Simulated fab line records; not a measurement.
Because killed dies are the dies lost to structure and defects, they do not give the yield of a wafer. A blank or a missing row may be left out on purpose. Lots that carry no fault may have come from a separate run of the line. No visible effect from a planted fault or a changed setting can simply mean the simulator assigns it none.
fab line records | flow nand_harc
[record] lots = 5 wafers = 15 last_day = 32
route steps=1302 shown P_M1@299
lots that met no fault: taken from a fault-free run of the same line
start_h: the number of hours between the record's first day and the start of the first shown wafer of the lot | wait_h: hours since the lot's step before | " same as the row above | L1.1+2: a single row standing in for several wafers | - either no value or no given start | * or withheld: withheld | < > ~ a bound
route shown NAME@n: NAME is a module with steps in the file, n the number in the route of the first one | usual: mean/standard deviation of fault-free wafers | same: alike in all rows | chamber/n: place in a boat | sites: per-site readings | _std_site: the values' standard deviation | _edge_site: the outer-site mean with the inner-site mean subtracted | radius_mm: how far each site lies from the wafer's centre | mask NAME#n: copy n | behind: tool/chamber where the wafer was last shaped | hold: the reason the lot was held/the length of the hold in hours/how it ended | device: names the non-switching transistor (n, p or np) | end of line: tests run on the same wafers once the route is complete | where a step has no rows: the recipe by itself | killed: not the wafer's yield, but the dies lost to structure and defects at the first sort | map: a wafer's dies, marking killed ones x, the rest . and places with no die _
set.NAME: the setting that was run; set.NAME@STEP: the one run at that earlier step | model.NAME: the simulator's own value behind a step, which no gauge read
lots at selected steps of the route; one table per step, one row per wafer
services: from which hour (start_h, from the record's first day; less than 0 if before it) a tool's chamber was out of use, for how many hours, and why
[[steps]]
[step NHARC_P_M1_ETCH_35]
[recipe] target_depth_a = 400 overetch_a = 120 time_s = 43.94 ion_energy_ev = 200 n2_flow_sccm = 150 h2_flow_sccm = 150 ar_flow_sccm = 0 rf_w = 400 bias_w = 150 chemistry = N2/H2
[usual] drypump_motor_current_A = 5.9/0.53 h2_flow_sccm = 150.0/0.43 oes_product_au = 0.999/0.0097 rf_vpp_V = 429.4/2.6 showerhead_plenum_p_Torr = 2.00/0.086 throttle_valve_pct = 14.172/0.0088
// columns lot.wafer tool chamber start_h wait_h drypump_motor_current_A h2_flow_sccm oes_product_au rf_hours_counter_h rf_vpp_V showerhead_plenum_p_Torr throttle_valve_pct
L862.3 rie_diel-09 3 158.01 0.1 5.8 149.8 1.000 0 430.1 2.00 14.194
L862.4 " 0 " " 6.8 149.7 0.996 0 428.6 1.96 14.167
L862.1 " 1 " " 5.4 149.9 1.005 0 424.9 1.91 14.171
L872.3 rie_diel-09 2 253.25 0.1 6.7 151.2 0.998 4 428.3 1.96 14.175
L872.5 " 2 " " 6.7 150.9 0.991 - 429.2 1.96 14.162
L872.6 " 3 " " 5.8 149.7 1.000 - 429.9 2.00 14.180
L876.4 rie_diel-09 2 292.12 0.1 6.7 149.8 1.000 6 428.2 1.96 14.173
L876.1 " 0 " " 6.8 150.3 0.993 7 428.0 1.96 14.169
L876.3 " 1 " " 5.4 150.3 0.994 7 427.4 1.91 14.182
L879.4 rie_diel-12 1 322.25 0.1 5.7 150.3 1.003 5 425.7 1.88 14.186
L879.1 " 2 " " 5.6 149.7 1.015 5 430.1 1.98 14.169
L879.6 " 3 " " 5.9 150.6 1.004 - 433.8 2.14 14.160
L880.4 rie_diel-09 1 346.76 0.1 5.4 150.0 1.015 1 426.9 1.90 14.163
L880.6 " 3 " " 5.8 149.7 1.018 - 429.7 2.00 14.160
L880.5 " 0 " " 6.8 150.6 0.996 - 428.7 1.96 14.182
[step NHARC_P_M1_ETCH_15]
[recipe] target_depth_a = 1825 time_s = 91.2 c4f8_flow_sccm = withheld ar_flow_sccm = 400 rf_w = 600 bias_w = 300 chemistry = C4F8/Ar
[usual] oes_product_au = 0.960/0.019 rf_vpp_V = 439.4/2.6
// columns lot.wafer tool chamber start_h wait_h oes_product_au rf_hours_counter_h rf_vpp_V
L862.3 rie_diel-09 1 - - 0.962 0 437.0
L862.4 " 2 " " 0.976 0 438.2
L862.1 " 0 " " 0.977 0 438.3
L872.3 rie_diel-09 1 - - 0.937 5 437.2
L872.6 " 1 " " 0.951 - 437.8
L872.5 " 2 " " 0.964 - 439.6
L876.4 rie_diel-09 0 - - 0.985 7 439.9
L876.3 " 1 " " 0.958 7 436.3
L876.1 " 3 " " 0.976 7 439.2
L879.1 rie_diel-12 3 - - 0.979 5 443.1
L879.4 " 0 " " 0.957 4 444.0
L879.6 " 3 " " 0.984 - 442.0
L880.4 rie_diel-09 1 - - 0.998 1 437.1
L880.5 " 0 " " 0.985 - 437.0
L880.6 " 1 " " 0.992 - 437.7
[step NHARC_P_M1_CD_MEAS_16]
[usual] cd_nm = 130.2/0.74
// columns lot.wafer tool chamber start_h wait_h cd_nm
L862.1 cd_sem-02 - 158.23 - 131.2
L862.3 " - " " 130.7
L862.4 " - " " 132.0
L872.3 cd_sem-01 - 253.47 - 129.1
L872.5 " - " " 130.0
L872.6 " - " " 130.8
L876.1 cd_sem-01 - 292.34 - 129.3
L876.3 " - " " 131.3
L876.4 " - " " 130.6
L879.1 cd_sem-01 - 322.46 - 129.1
L879.4 " - " " 129.8
L879.6 " - " " 130.0
L880.4 cd_sem-02 - 346.98 - 130.5
L880.5 " - " " 129.1
L880.6 " - " " 130.0
[step NHARC_P_M1_STRIP_18]
[recipe] power_w = 1000 n2_flow_sccm = 150 h2_flow_sccm = 150 ar_flow_sccm = 0 bias_w = 0 chemistry = N2/H2
[step NHARC_P_M1_ETCH_28]
[recipe] target_depth_a = 300 over_etch_frac = 0.3 time_s = 72.99 ion_energy_ev = 150 cf4_flow_sccm = 50 n2_flow_sccm = 100 ar_flow_sccm = 150 rf_w = 300 bias_w = 100 chemistry = CF4/N2
[step NHARC_P_M1_STRIP_19]
[recipe] time_s = 600 temp_c = 30 chemistry = post_etch_residue_remover
[step NHARC_P_M1_DEGAS_29]
[recipe] temp_c = 250 time_s = 60
[step NHARC_P_M1_PRE_CLEAN_30]
[recipe] time_s = 30 temp_c = 280 gas = H2/He
[step NHARC_P_M1_PVD_20]
[recipe] target_thk_a = 50 bias_v = 168.6 power_w = 15000 chamber_pressure_pa = 0.12 time_s = 8.06 substrate_temp_c = 50 material = TaN
[step NHARC_P_M1_PVD_21]
[recipe] target_thk_a = 300 chamber_pressure_pa = 5 power_w = 5000 substrate_temp_c = 30 time_s = 20.49 material = Cu
[usual] substrate_temp_c = 30.02/0.11 throttle_valve_pct = 30.0/0.97
// columns lot.wafer tool chamber start_h wait_h substrate_temp_c throttle_valve_pct
L862.3 pvd_sputter-03 - - - 30.16 29.7
L862.4 " - " " 30.04 29.9
L862.1 " - " " 29.94 29.6
L872.3 pvd_sputter-02 - - - 29.99 31.7
L872.5 " - " " 30.18 30.7
L872.6 " - " " 30.11 31.2
L876.1 pvd_sputter-02 - - - 29.69 31.9
L876.4 " - " " 29.93 29.6
L876.3 " - " " 29.87 31.0
L879.1 pvd_sputter-03 - - - 30.10 30.3
L879.4 " - " " 30.15 28.5
L879.6 " - " " 30.00 31.0
L880.4 pvd_sputter-01 - - - 30.12 30.5
L880.6 " - " " 30.13 28.7
L880.5 " - " " 29.91 29.7
[step NHARC_P_M1_ECD_22]
[recipe] target_thk_a = 4000 bath_temp_c = 25 material = Cu
[step NHARC_P_M1_ANNEAL_31]
[recipe] temp_c = 225 time_s = 90
[usual] anneal_temp_c = 224.98/0.18 wafer_temp_C_max = 225.80/0.25
// columns lot.wafer tool chamber start_h wait_h anneal_temp_c wafer_temp_C_max
L862.1 rtp_anneal-02 0 159.67 - 225.00 225.76
L862.3 " 0 " " 224.92 225.88
L862.4 " 0 " " 224.98 225.73
L872.3 rtp_anneal-02 0 255.03 - 224.96 225.56
L872.5 " 0 " " 225.09 225.60
L872.6 " 0 " " 225.05 225.80
L876.1 rtp_anneal-02 0 293.97 - 224.73 226.10
L876.3 " 0 " " 224.80 225.81
L876.4 " 0 " " 224.57 226.11
L879.1 rtp_anneal-02 0 323.93 - 224.95 225.54
L879.4 " 0 " " 224.83 226.06
L879.6 " 0 " " 224.87 225.87
L880.4 rtp_anneal-02 0 348.67 - 225.06 226.00
L880.5 " 0 " " 225.01 225.99
L880.6 " 0 " " 224.96 225.94
[step NHARC_P_M1_CMP_23]
[recipe] t_overpolish_s = 20 target_thk_nm = 157.82
[usual] motor_current_A = 12.1/1.3 slurry_filter_dp_kPa = 13.49/0.13 time_to_endpoint_s = 26.8/2.5
// columns lot.wafer tool chamber start_h wait_h motor_current_A slurry_filter_dp_kPa time_to_endpoint_s
L862.4 cmp-03 3 160.05 - 12.0 13.55 25.6
L862.1 " 0 " " 14.9 13.39 25.7
L862.3 " 1 " " 11.3 13.20 23.5
L872.3 cmp-01 1 255.36 - 13.4 13.50 27.2
L872.6 " 2 " " 11.1 13.39 37.1
L872.5 " 3 " " 11.9 13.53 26.9
L876.1 cmp-03 0 294.32 - 14.0 13.42 27.0
L876.3 " 2 " " 12.7 13.58 23.1
L876.4 " 3 " " 12.1 13.55 28.2
L879.4 cmp-04 1 324.28 - 13.9 13.40 26.4
L879.1 " 0 " " 11.0 13.38 22.4
L879.6 " 2 " " 10.8 13.47 27.8
L880.4 cmp-01 0 348.88 - 12.8 13.34 30.6
L880.5 " 3 " " 12.5 13.15 30.9
L880.6 " 0 " " 12.9 13.54 32.6
[step NHARC_P_M1_THK_MEAS_24]
[recipe] thk_meas_gauge = xrf
[usual] thk_nm = 157.0/1.4
// columns lot.wafer tool chamber start_h wait_h thk_nm
L862.1 film_metro-01 - 160.33 - 160.1
L862.3 " - " " 156.6
L862.4 " - " " 157.2
L872.3 film_metro-01 - 255.59 - 157.9
L872.5 " - " " 157.2
L872.6 " - " " 162.8
L876.1 film_metro-02 - 294.63 - 158.6
L876.3 " - " " 156.4
L876.4 " - " " 157.2
L879.1 film_metro-02 - 324.59 - 156.6
L879.4 " - " " 156.7
L879.6 " - " " 155.4
L880.4 film_metro-01 - 349.17 - 157.6
L880.5 " - " " 156.3
L880.6 " - " " 158.1
[step NHARC_P_M1_SRD_25]
[step NHARC_P_M1_INSPECT_27]
[usual] raw_defect_count = 371/150
// columns lot.wafer tool chamber start_h wait_h raw_defect_count
L862.1 defect_inspect-02 - 160.51 0.0 434
L862.3 " - " " 713
L862.4 " - " " 206
L872.3 defect_inspect-02 - 255.76 0.0 229
L872.5 " - " " 150
L872.6 " - " " 2379
L876.1 defect_inspect-02 - 294.79 0.0 227
L876.3 " - " " 285
L876.4 " - " " 261
L879.1 defect_inspect-01 - 324.75 0.0 307
L879.4 " - " " 339
L879.6 " - " " 517
L880.4 defect_inspect-02 - 349.33 0.0 464
L880.5 " - " " 422
L880.6 " - " " 484
[step NHARC_P_M1_PRE_CLEAN_32]
[recipe] time_s = 12 temp_c = 370 rf_power_w = 300 gas = NH3
[usual] heater_power_w = 638/75
// columns lot.wafer tool chamber start_h wait_h heater_power_w
L862.1 pecvd-04 0 160.58 0.1 630
L862.3 " 2 " " 720
L862.4 " 0 " " 643
L872.3 pecvd-02 0 255.83 0.1 573
L872.6 " 1 " " 560
L872.5 " 2 " " 543
L876.3 pecvd-01 2 294.86 0.1 653
L876.1 " 1 " " 792
L876.4 " 0 " " 704
L879.1 pecvd-04 2 324.83 0.1 645
L879.6 " 1 " " 591
L879.4 " 0 " " 571
L880.6 pecvd-01 0 349.43 0.1 681
L880.4 " 1 " " 675
L880.5 " 2 " " 526
[[services]]
// columns tool chamber start_h hours kind
pecvd-01 - 142.07 13.0 pm
rie_diel-09 - 143.10 9.0 pm
rie_diel-12 2 146.28 9.7 repair
cmp-01 - 151.03 1.2 repair
cmp-03 - 162.26 4.0 pm
rie_diel-09 - 163.58 0.4 repair
cmp-03 - 167.10 0.3 repair
rie_diel-09 2 167.88 9.0 repair
pvd_sputter-03 - 173.99 10.0 pm
pvd_sputter-02 - 175.04 1.8 repair
cmp-01 - 185.57 4.0 pm
rie_diel-12 2 187.25 2.9 repair
pecvd-01 - 206.39 1.0 repair
cmp-03 - 208.98 2.1 repair
cmp-03 - 213.48 6.9 repair
rie_diel-09 - 214.93 3.0 repair
cmp-01 - 223.39 1.9 repair
cmp-03 - 237.57 1.0 repair
cmp-03 - 252.52 0.3 repair
cmp-03 - 260.26 4.0 pm
pecvd-01 - 264.74 2.4 repair
rie_diel-12 - 268.43 9.0 pm
pvd_sputter-02 - 282.05 10.0 pm
rie_diel-09 - 320.10 9.0 pm
[[key]]
[first_sign] step = NHARC_P_M1_CMP_23 reading = time_to_endpoint_s direction = up sigmas = 4.2 usual = * struck = *
[effect] step = NHARC_P_M1_THK_MEAS_24 reading = thk_nm direction = up sigmas = 4.1 usual = 157.0 struck = 162.8
[effect] step = NHARC_P_M1_INSPECT_27 reading = raw_defect_count direction = up sigmas = 13 usual = 371 struck = 2379
met_at NHARC_P_M1_CMP_23
struck_wafers L872.6
later_rows_left_out L872.6
sort_left_out L872.6
[fault] kind = process_parameter_drift tool = cmp-01 chamber = 2 onset_h = 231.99 steps = NHARC_P_M1_CMP_23 channel = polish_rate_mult offset = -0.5 shape = step end_h = 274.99
// sort_left_out: the simulated sort isn't trusted on such a fault, so these wafers' sort isn't shown, and their yield isn't known
// later_rows_left_out: the simulator's readings of these wafers behind a module that went badly wrong aren't trusted and aren't shown, but for the sort
